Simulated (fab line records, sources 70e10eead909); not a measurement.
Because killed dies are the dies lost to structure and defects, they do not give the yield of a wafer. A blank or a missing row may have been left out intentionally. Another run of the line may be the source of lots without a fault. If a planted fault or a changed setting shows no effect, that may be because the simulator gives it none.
fab line records	flow nand-harc
record: lots: 24	wafers: 72	last-day: 24
route steps=1159 shown P_CONTACT@238 P_M0@283 P_BONDPAD@353 A_CHANNEL_HOLE_D1@463 A_STAIRCASE@533
lots untouched by any fault: they come from a run of this same line in which no faults occurred
start-h: hours from the record's first day to the start of the lot's first wafer shown	wait-h: hours since the lot's step before	" as in the row above	L1.1+2: a row that stands for several wafers	- no value, or no start was given	* or withheld: withheld	< > ~ a bound
route shown NAME@n: a module of which the file shows steps, and the number in the route of the first	usual: the fault-free wafers' mean and standard deviation	same: alike in all rows	chamber/n: place in a boat	sites: the reading at each site	_std_site: standard deviation of those values	_edge_site: inner sites' mean taken away from outer sites' mean	radius-mm: how far each site lies from the wafer's centre	mask NAME#n: copy n	behind: the last tool/chamber to shape the wafer	hold: what put the lot on hold/how long, in hours/how the hold closed	device: names the non-switching transistor (n, p or np)	end of line: at the end of the route, the tests of the same wafers	a step without rows: its recipe alone	killed: not the wafer's yield, but the dies lost to structure and defects at the first sort	map: a wafer's dies, x killed, . not, _ none there
set.NAME: the setting the step ran with; set.NAME@STEP: the setting that earlier step ran with	model.NAME: the simulator's own value behind a step, which no gauge read
one table for each step of the route and one row for each wafer, over a sample of lots
services: the hour from which a tool's chamber was out of use, counted from the record's first day as start-h (under 0 if before that day), plus the number of hours and why
== steps ==
step: NHARC_P_CONTACT_ETCH_18
recipe: target-depth-a: 4810	time-s: 240.5	c4f8-flow-sccm: 20	o2-flow-sccm: 10	ar-flow-sccm: withheld	rf-w: 600	bias-w: 1500	chemistry: C4F8/O2/Ar
usual: oes-product-au: 0.959/0.019	rf-vpp-V: 979/6.5
lot.wafer	tool	chamber	start-h	wait-h	oes-product-au	rf-hours-counter-h	rf-vpp-V
L074.4	rie-diel-03	3	-	-	0.964	6	989
L074.1	"	1	"	"	0.944	7	977
L074.5	"	3	"	"	0.964	-	989
L075.4	rie-diel-07	0	-	-	0.967	5	970
L075.2	"	2	"	"	0.973	5	978
L075.3	"	3	"	"	0.990	5	988
L076.2	rie-diel-07	3	-	-	0.984	5	986
L076.1	"	0	"	"	0.978	5	970
L076.6	"	0	"	"	0.966	-	972
L077.1	rie-diel-03	2	-	-	0.936	9	983
L077.4	"	3	"	"	0.928	8	988
L077.5	"	3	"	"	0.921	-	988
L078.3	rie-diel-07	3	-	-	0.948	7	985
L078.5	"	1	"	"	0.926	-	969
L078.6	"	2	"	"	0.924	-	977
L079.1	rie-diel-13	0	-	-	0.946	16	988
L079.2	"	1	"	"	1.001	12	983
L079.5	"	3	"	"	0.931	-	976
L080.3	rie-diel-07	2	-	-	0.968	9	978
L080.4	"	3	"	"	0.964	8	986
L080.2	"	1	"	"	0.978	10	969
L081.4	rie-diel-07	3	-	-	0.973	9	985
L081.2	"	0	"	"	0.963	10	971
L081.5	"	0	"	"	0.962	-	969
L082.2	rie-diel-03	0	-	-	0.988	11	977
L082.6	"	2	"	"	0.957	-	983
L082.5	"	3	"	"	0.953	-	988
L083.4	rie-diel-07	3	-	-	0.970	10	984
L083.2	"	1	"	"	0.969	12	969
L083.3	"	2	"	"	0.946	11	977
L084.1	rie-diel-03	2	-	-	0.930	12	984
L084.4	"	3	"	"	0.912	11	989
L084.2	"	0	"	"	0.947	12	978
L085.2	rie-diel-03	1	-	-	0.958	13	976
L085.1	"	2	"	"	0.967	13	985
L085.3	"	0	"	"	0.981	12	977
L087.4	rie-diel-03	2	-	-	0.965	14	985
L087.1	"	3	"	"	0.950	13	988
L087.6	"	2	"	"	0.977	-	983
L086.1	rie-diel-03	1	-	-	0.967	14	978
L086.3	"	3	"	"	0.950	13	987
L086.6	"	1	"	"	0.963	-	979
L088.4	rie-diel-07	0	-	-	0.978	14	971
L088.2	"	1	"	"	0.950	15	968
L088.1	"	2	"	"	0.962	14	978
L089.2	rie-diel-13	1	-	-	0.968	33	982
L089.3	"	3	"	"	0.932	32	975
L089.5	"	1	"	"	0.959	-	983
L090.1	rie-diel-03	2	-	-	0.941	17	983
L090.3	"	3	"	"	0.947	15	988
L090.4	"	0	"	"	0.972	-	978
L091.2	rie-diel-07	1	-	-	0.925	16	968
L091.4	"	0	"	"	0.951	15	970
L091.5	"	2	"	"	0.929	-	976
L092.3	rie-diel-13	1	-	-	0.962	39	981
L092.5	"	0	"	"	0.974	-	989
L092.6	"	1	"	"	0.954	-	981
L093.4	rie-diel-07	2	-	-	0.969	17	977
L093.2	"	3	"	"	0.970	16	985
L093.3	"	1	"	"	0.967	18	969
L094.3	rie-diel-07	2	-	-	0.955	18	978
L094.1	"	3	"	"	0.968	16	985
L094.5	"	1	"	"	0.937	-	969
L096.4	rie-diel-13	2	-	-	0.960	48	980
L096.3	"	3	"	"	0.949	43	975
L096.6	"	1	"	"	0.968	-	982
L095.2	rie-diel-07	3	-	-	0.980	0	984
L095.3	"	1	"	"	0.968	0	968
L095.5	"	3	"	"	0.991	-	985
L097.4	rie-diel-03	1	-	-	0.970	1	977
L097.2	"	3	"	"	0.965	2	988
L097.5	"	2	"	"	0.936	-	983
step: NHARC_P_M0_PRE_CLEAN_31
recipe: time-s: 12	temp-c: 370	rf-power-w: 300	gas: NH3
usual: heater-power-w: 671/50
lot.wafer	tool	chamber	start-h	wait-h	heater-power-w
L074.1	pecvd-02	0	117.99	0.9	593
L074.4	"	0	"	"	607
L074.5	"	0	"	"	620
L075.2	pecvd-03	0	126.91	0.1	630
L075.3	"	2	"	"	661
L075.4	"	2	"	"	655
L076.1	pecvd-02	1	127.72	0.5	650
L076.2	"	2	"	"	775
L076.6	"	2	"	"	744
L077.1	pecvd-03	2	135.21	0.1	678
L077.4	"	2	"	"	686
L077.5	"	0	"	"	657
L078.3	pecvd-02	1	145.05	0.1	653
L078.5	"	1	"	"	647
L078.6	"	2	"	"	754
L079.1	pecvd-04	1	152.99	0.1	656
L079.2	"	2	"	"	635
L079.5	"	1	"	"	652
L080.2	pecvd-03	2	156.09	0.1	620
L080.3	"	1	"	"	589
L080.4	"	1	"	"	592
L081.2	pecvd-03	2	164.88	0.3	661
L081.4	"	2	"	"	680
L081.5	"	2	"	"	669
L082.2	pecvd-04	2	165.43	0.1	584
L082.6	"	1	"	"	721
L082.5	"	0	"	"	686
L083.2	pecvd-03	2	177.18	0.1	590
L083.3	"	2	"	"	591
L083.4	"	1	"	"	683
L084.2	pecvd-04	2	177.67	0.1	575
L084.1	"	1	"	"	757
L084.4	"	0	"	"	703
L085.1	pecvd-04	2	191.24	0.1	588
L085.3	"	0	"	"	658
L085.2	"	1	"	"	644
L087.1	pecvd-02	2	192.37	0.1	734
L087.4	"	0	"	"	743
L087.6	"	1	"	"	580
L086.3	pecvd-02	2	192.84	0.1	667
L086.1	"	1	"	"	696
L086.6	"	1	"	"	709
L088.1	pecvd-03	0	201.79	0.1	628
L088.2	"	2	"	"	688
L088.4	"	1	"	"	623
L089.2	pecvd-02	0	215.62	0.1	672
L089.3	"	2	"	"	705
L089.5	"	0	"	"	693
L090.3	pecvd-03	0	218.29	0.1	674
L090.1	"	1	"	"	646
L090.4	"	2	"	"	684
L091.2	pecvd-02	1	218.45	0.1	625
L091.4	"	0	"	"	739
L091.5	"	2	"	"	663
L092.3	pecvd-02	0	228.27	0.1	659
L092.5	"	0	"	"	681
L092.6	"	1	"	"	651
L093.2	pecvd-03	0	235.93	0.1	711
L093.3	"	1	"	"	607
L093.4	"	1	"	"	608
L094.3	pecvd-02	0	236.46	0.1	709
L094.1	"	1	"	"	685
L094.5	"	2	"	"	727
L096.3	pecvd-04	0	246.03	1.6	686
L096.6	"	1	"	"	695
L096.4	"	2	"	"	756
L095.3	pecvd-04	2	246.36	1.2	757
L095.2	"	0	"	"	726
L095.5	"	0	"	"	716
L097.2	pecvd-03	0	249.73	0.1	700
L097.5	"	0	"	"	711
L097.4	"	1	"	"	646
step: NHARC_P_BONDPAD_THK_MEAS_33
recipe: thk-meas-gauge: ellipsometry
usual: thk-nm: 200.3/1.6
lot.wafer	tool	chamber	start-h	wait-h	thk-nm
L074.1	film-metro-02	-	128.01	0.2	199.5
L074.4	"	-	"	"	199.3
L074.5	"	-	"	"	200.9
L075.2	film-metro-02	-	136.26	0.2	199.5
L075.3	"	-	"	"	202.7
L075.4	"	-	"	"	199.9
L076.1	film-metro-02	-	137.88	0.2	200.0
L076.2	"	-	"	"	201.2
L076.6	"	-	"	"	198.4
L077.1	film-metro-02	-	144.48	0.2	202.6
L077.4	"	-	"	"	202.0
L077.5	"	-	"	"	203.2
L078.3	film-metro-02	-	154.50	0.2	199.4
L078.5	"	-	"	"	201.0
L078.6	"	-	"	"	199.3
L079.1	film-metro-01	-	162.51	0.2	199.5
L079.2	"	-	"	"	199.3
L079.5	"	-	"	"	199.9
L080.2	film-metro-02	-	165.42	0.2	202.0
L080.3	"	-	"	"	199.4
L080.4	"	-	"	"	201.9
L081.2	film-metro-01	-	175.09	0.2	199.5
L081.4	"	-	"	"	202.3
L081.5	"	-	"	"	198.9
L082.2	film-metro-01	-	175.67	0.2	201.9
L082.5	"	-	"	"	199.1
L082.6	"	-	"	"	199.0
L083.2	film-metro-01	-	186.84	0.2	199.0
L083.3	"	-	"	"	195.6
L083.4	"	-	"	"	198.8
L084.1	film-metro-01	-	187.82	0.2	201.1
L084.2	"	-	"	"	199.6
L084.4	"	-	"	"	201.3
L085.1	film-metro-01	-	200.58	0.2	199.6
L085.2	"	-	"	"	198.3
L085.3	"	-	"	"	198.6
L087.1	film-metro-02	-	201.82	0.2	201.7
L087.4	"	-	"	"	203.2
L087.6	"	-	"	"	201.8
L086.1	film-metro-01	-	202.56	0.2	199.9
L086.3	"	-	"	"	203.6
L086.6	"	-	"	"	198.1
L088.1	film-metro-02	-	211.10	0.2	201.0
L088.2	"	-	"	"	200.6
L088.4	"	-	"	"	198.6
L089.2	film-metro-01	-	225.35	0.2	199.2
L089.3	"	-	"	"	201.8
L089.5	"	-	"	"	202.1
L090.1	film-metro-01	-	227.66	0.2	201.3
L090.3	"	-	"	"	202.1
L090.4	"	-	"	"	200.8
L091.2	film-metro-01	-	228.52	0.2	198.6
L091.4	"	-	"	"	201.9
L091.5	"	-	"	"	198.4
L092.3	film-metro-01	-	237.92	0.2	201.9
L092.5	"	-	"	"	201.8
L092.6	"	-	"	"	198.4
L093.2	film-metro-02	-	247.42	0.2	201.6
L093.3	"	-	"	"	200.1
L093.4	"	-	"	"	203.6
L094.1	film-metro-02	-	247.70	0.1	200.7
L094.3	"	-	"	"	197.7
L094.5	"	-	"	"	202.8
L096.3	film-metro-02	-	255.82	0.2	200.9
L096.4	"	-	"	"	198.8
L096.6	"	-	"	"	197.2
L095.2	film-metro-01	-	256.05	0.2	200.4
L095.3	"	-	"	"	198.3
L095.5	"	-	"	"	200.6
L097.2	film-metro-01	-	259.38	0.2	200.9
L097.4	"	-	"	"	196.1
L097.5	"	-	"	"	200.1
step: NHARC_P_BONDPAD_INSPECT_23
usual: raw-defect-count: 337/130
lot.wafer	tool	chamber	start-h	wait-h	raw-defect-count
L074.1	defect-inspect-01	-	131.36	0.0	204
L074.4	"	-	"	"	207
L074.5	"	-	"	"	289
L075.2	defect-inspect-02	-	139.65	0.0	313
L075.3	"	-	"	"	282
L075.4	"	-	"	"	242
L076.1	defect-inspect-01	-	143.68	0.0	194
L076.2	"	-	"	"	153
L076.6	"	-	"	"	194
L077.1	defect-inspect-02	-	147.96	0.0	181
L077.4	"	-	"	"	183
L077.5	"	-	"	"	192
L078.3	defect-inspect-02	-	157.86	0.0	241
L078.5	"	-	"	"	258
L078.6	"	-	"	"	324
L079.1	defect-inspect-01	-	165.84	0.0	335
L079.2	"	-	"	"	375
L079.5	"	-	"	"	575
L080.2	defect-inspect-02	-	168.84	0.0	445
L080.3	"	-	"	"	255
L080.4	"	-	"	"	192
L081.2	defect-inspect-01	-	178.54	0.0	361
L081.4	"	-	"	"	685
L081.5	"	-	"	"	332
L082.2	defect-inspect-02	-	179.10	0.0	421
L082.5	"	-	"	"	427
L082.6	"	-	"	"	528
L083.2	defect-inspect-01	-	190.06	0.0	679
L083.3	"	-	"	"	409
L083.4	"	-	"	"	382
L084.1	defect-inspect-02	-	191.04	0.0	221
L084.2	"	-	"	"	249
L084.4	"	-	"	"	267
L085.1	defect-inspect-02	-	203.96	0.0	444
L085.2	"	-	"	"	287
L085.3	"	-	"	"	706
L087.1	defect-inspect-02	-	205.21	0.0	278
L087.4	"	-	"	"	306
L087.6	"	-	"	"	267
L086.1	defect-inspect-02	-	206.42	0.0	229
L086.3	"	-	"	"	274
L086.6	"	-	"	"	265
L088.1	defect-inspect-01	-	214.43	0.0	201
L088.2	"	-	"	"	254
L088.4	"	-	"	"	226
L089.2	defect-inspect-02	-	228.71	0.0	274
L089.3	"	-	"	"	290
L089.5	"	-	"	"	375
L090.1	defect-inspect-01	-	231.00	0.0	201
L090.3	"	-	"	"	173
L090.4	"	-	"	"	184
L091.2	defect-inspect-02	-	231.84	0.0	215
L091.4	"	-	"	"	259
L091.5	"	-	"	"	217
L092.3	defect-inspect-02	-	241.28	0.0	173
L092.5	"	-	"	"	325
L092.6	"	-	"	"	318
L093.2	defect-inspect-01	-	250.70	0.0	391
L093.3	"	-	"	"	422
L093.4	"	-	"	"	307
L094.1	defect-inspect-02	-	251.16	0.0	387
L094.3	"	-	"	"	296
L094.5	"	-	"	"	383
L096.3	defect-inspect-02	-	259.19	0.1	264
L096.4	"	-	"	"	399
L096.6	"	-	"	"	317
L095.2	defect-inspect-02	-	259.49	0.0	356
L095.3	"	-	"	"	333
L095.5	"	-	"	"	159
L097.2	defect-inspect-01	-	262.73	0.0	754
L097.4	"	-	"	"	440
L097.5	"	-	"	"	348
step: NHARC_A_CHANNEL_HOLE_D1_OVL_MEAS_11
usual: overlay-x-nm: 0.0/0.68	overlay-y-nm: -0.1/0.69
lot.wafer	tool	chamber	start-h	wait-h	overlay-x-nm	overlay-y-nm
L074.1	overlay-02	-	173.89	-	1.2	1.3
L074.4	"	-	"	"	0.5	0.5
L074.5	"	-	"	"	0.9	0.5
L075.2	overlay-01	-	181.83	-	-1.0	-0.2
L075.3	"	-	"	"	-0.7	-0.1
L075.4	"	-	"	"	-1.3	-0.1
L076.1	overlay-02	-	185.57	-	-0.1	0.2
L076.2	"	-	"	"	0.2	0.3
L076.6	"	-	"	"	0.0	0.0
L077.1	overlay-02	-	188.85	-	-0.9	-0.9
L077.4	"	-	"	"	-0.5	-0.6
L077.5	"	-	"	"	-0.5	-0.5
L078.3	overlay-02	-	199.15	-	0.2	0.0
L078.5	"	-	"	"	0.6	0.2
L078.6	"	-	"	"	0.1	-0.2
L080.2	overlay-01	-	209.46	-	0.5	0.7
L080.3	"	-	"	"	0.7	-0.1
L080.4	"	-	"	"	0.6	0.2
L079.1	overlay-02	-	209.63	-	0.0	-1.0
L079.2	"	-	"	"	-0.4	-1.1
L079.5	"	-	"	"	0.2	-1.1
L082.2	overlay-01	-	218.51	-	-1.1	-0.4
L082.5	"	-	"	"	-0.9	0.2
L082.6	"	-	"	"	-1.0	0.0
L081.2	overlay-02	-	218.81	-	0.8	-0.5
L081.4	"	-	"	"	0.6	-0.3
L081.5	"	-	"	"	0.6	0.2
L084.1	overlay-01	-	229.14	-	0.6	0.4
L084.2	"	-	"	"	0.9	0.6
L084.4	"	-	"	"	0.2	0.8
L083.2	overlay-01	-	229.31	-	-0.7	-0.5
L083.3	"	-	"	"	-0.4	-0.2
L083.4	"	-	"	"	-0.2	-0.9
L087.1	overlay-01	-	248.31	-	0.4	0.1
L087.4	"	-	"	"	0.2	0.0
L087.6	"	-	"	"	0.2	0.1
L085.1	overlay-01	-	248.62	-	0.2	0.1
L085.2	"	-	"	"	-0.1	1.6
L085.3	"	-	"	"	-0.2	1.0
L086.1	overlay-02	-	248.86	-	0.0	0.3
L086.3	"	-	"	"	-0.5	-0.1
L086.6	"	-	"	"	-0.1	0.1
L088.1	overlay-01	-	260.26	-	0.3	-0.3
L088.2	"	-	"	"	0.8	-0.4
L088.4	"	-	"	"	0.7	-0.4
L090.1	overlay-02	-	268.03	-	-0.5	0.3
L090.3	"	-	"	"	-0.1	-0.3
L090.4	"	-	"	"	-0.2	0.1
L089.2	overlay-02	-	268.19	-	0.2	0.2
L089.3	"	-	"	"	0.0	0.4
L089.5	"	-	"	"	-0.3	0.4
L091.2	overlay-01	-	268.63	-	0.7	0.0
L091.4	"	-	"	"	0.9	0.8
L091.5	"	-	"	"	1.1	0.1
L092.3	overlay-01	-	280.20	-	0.1	-0.1
L092.5	"	-	"	"	0.3	-0.3
L092.6	"	-	"	"	0.0	-1.2
L093.2	overlay-01	-	290.27	-	0.5	-1.5
L093.3	"	-	"	"	0.9	-2.2
L093.4	"	-	"	"	0.3	-2.2
L094.1	overlay-02	-	290.48	-	0.0	-0.1
L094.3	"	-	"	"	-0.4	-0.1
L094.5	"	-	"	"	-0.7	-0.2
L096.3	overlay-02	-	303.59	-	-1.5	0.5
L096.4	"	-	"	"	-1.1	0.4
L096.6	"	-	"	"	-1.3	0.5
L097.2	overlay-02	-	303.81	-	-1.1	-0.6
L097.4	"	-	"	"	-1.1	-0.2
L097.5	"	-	"	"	-0.6	-0.6
L095.2	overlay-02	-	305.53	-	0.2	-0.8
L095.3	"	-	"	"	0.5	-0.6
L095.5	"	-	"	"	0.2	-0.9
step: NHARC_A_STAIRCASE_STRIP_171
recipe: power-w: 1500	temp-c: 250	chemistry: O2
usual: drypump-motor-current-A: 5.6/0.33	heater-power-w: 352/9.5
lot.wafer	tool	chamber	start-h	wait-h	drypump-motor-current-A	heater-power-w	rf-hours-counter-h
L074.1	plasma-asher-02	0	239.06	-	5.5	341	15
L074.4	"	1	"	"	6.1	360	-
L074.5	"	0	"	"	5.4	350	-
L075.2	plasma-asher-01	1	241.60	-	5.7	363	44
L075.4	"	0	"	"	5.2	350	-
L075.3	"	1	"	"	5.7	368	-
L076.2	plasma-asher-01	0	246.63	-	5.2	353	45
L076.1	"	1	"	"	5.7	375	45
L076.6	"	0	"	"	5.2	348	-
L077.1	plasma-asher-02	0	247.00	-	5.5	355	17
L077.4	"	1	"	"	6.1	360	-
L077.5	"	0	"	"	5.5	349	-
L078.3	plasma-asher-01	0	255.79	-	5.2	355	-
L078.5	"	1	"	"	5.8	380	-
L078.6	"	0	"	"	5.2	340	-
L079.1	plasma-asher-02	0	265.61	-	5.5	348	24
L079.2	"	1	"	"	6.1	359	24
L079.5	"	0	"	"	5.5	345	-
L080.2	plasma-asher-01	0	265.90	-	5.2	343	53
L080.4	"	1	"	"	5.7	371	-
L080.3	"	0	"	"	5.2	354	-
L082.2	plasma-asher-02	1	278.12	-	6.1	354	28
L082.6	"	1	"	"	6.1	359	-
L082.5	"	0	"	"	5.5	346	-
L081.2	plasma-asher-02	0	282.93	-	5.5	344	31
L081.4	"	0	"	"	5.5	343	-
L081.5	"	0	"	"	5.4	348	-
L083.2	plasma-asher-02	1	285.57	-	6.1	354	32
L083.4	"	1	"	"	6.1	354	-
L083.3	"	0	"	"	5.5	349	-
L084.2	plasma-asher-01	1	285.75	-	5.7	365	0
L084.1	"	0	"	"	5.2	354	0
L084.4	"	0	"	"	5.2	352	-
L087.1	plasma-asher-01	0	306.35	-	5.2	353	6
L087.4	"	0	"	"	5.2	362	-
L087.6	"	1	"	"	5.7	351	-
L085.1	plasma-asher-02	1	306.71	-	6.1	347	39
L085.2	"	0	"	"	5.5	357	39
L085.3	"	1	"	"	6.1	350	-
L086.1	plasma-asher-01	0	315.78	-	5.2	352	9
L086.3	"	1	"	"	5.7	342	-
L086.6	"	0	"	"	5.2	338	-
L088.1	plasma-asher-01	0	319.40	-	5.2	351	10
L088.2	"	1	"	"	5.7	349	10
L088.4	"	1	"	"	5.7	356	-
L090.1	plasma-asher-02	0	325.46	-	5.5	328	46
L090.3	"	1	"	"	6.1	360	-
L090.4	"	0	"	"	5.5	356	-
L089.2	plasma-asher-01	1	325.54	-	5.7	352	13
L089.3	"	1	"	"	5.7	357	-
L089.5	"	0	"	"	5.2	360	-
L091.2	plasma-asher-02	0	330.02	-	5.5	347	47
L091.4	"	1	"	"	6.2	359	-
L091.5	"	0	"	"	5.5	345	-
L092.3	plasma-asher-01	0	340.18	-	5.2	346	-
L092.6	"	1	"	"	5.7	345	-
L092.5	"	0	"	"	5.2	352	-
L093.2	plasma-asher-02	1	347.34	-	6.1	348	53
L093.4	"	1	"	"	6.1	355	-
L093.3	"	0	"	"	5.4	343	-
L094.1	plasma-asher-01	0	347.72	-	5.2	355	21
L094.3	"	0	"	"	5.2	345	-
L094.5	"	0	"	"	5.2	345	-
L096.3	plasma-asher-01	0	360.55	-	5.2	353	-
L096.4	"	1	"	"	5.7	355	-
L096.6	"	1	"	"	5.7	348	-
L097.2	plasma-asher-02	0	369.40	-	5.5	335	0
L097.4	"	0	"	"	5.5	326	-
L097.5	"	1	"	"	6.1	329	-
L095.2	plasma-asher-01	0	369.60	-	5.2	349	30
L095.3	"	0	"	"	5.2	340	-
L095.5	"	1	"	"	5.7	362	-
== services ==
tool	chamber	start-h	hours	kind
pecvd-02	1	89.81	21.8	repair
plasma-asher-01	-	99.00	9.0	pm
pecvd-03	-	111.34	13.0	pm
rie-diel-07	2	126.09	3.7	repair
pecvd-02	-	153.06	13.0	pm
plasma-asher-01	-	154.94	0.3	repair
pecvd-03	0	164.67	20.3	repair
rie-diel-03	0	175.42	5.3	repair
plasma-asher-02	-	183.11	9.0	pm
rie-diel-07	-	187.58	0.8	repair
rie-diel-07	3	197.18	6.0	repair
rie-diel-03	1	204.63	11.4	repair
rie-diel-03	-	215.38	9.0	pm
rie-diel-03	-	226.20	0.3	repair
rie-diel-07	-	228.20	9.0	pm
pecvd-02	-	232.78	1.1	repair
plasma-asher-02	-	261.31	3.6	repair
plasma-asher-01	-	276.00	9.0	pm
rie-diel-03	3	281.12	3.6	repair
rie-diel-03	2	291.78	4.4	repair
pecvd-03	-	292.38	13.0	pm
rie-diel-03	-	292.47	2.1	repair
rie-diel-03	1	328.69	3.5	repair
plasma-asher-02	-	360.11	9.0	pm
== key ==
fault none
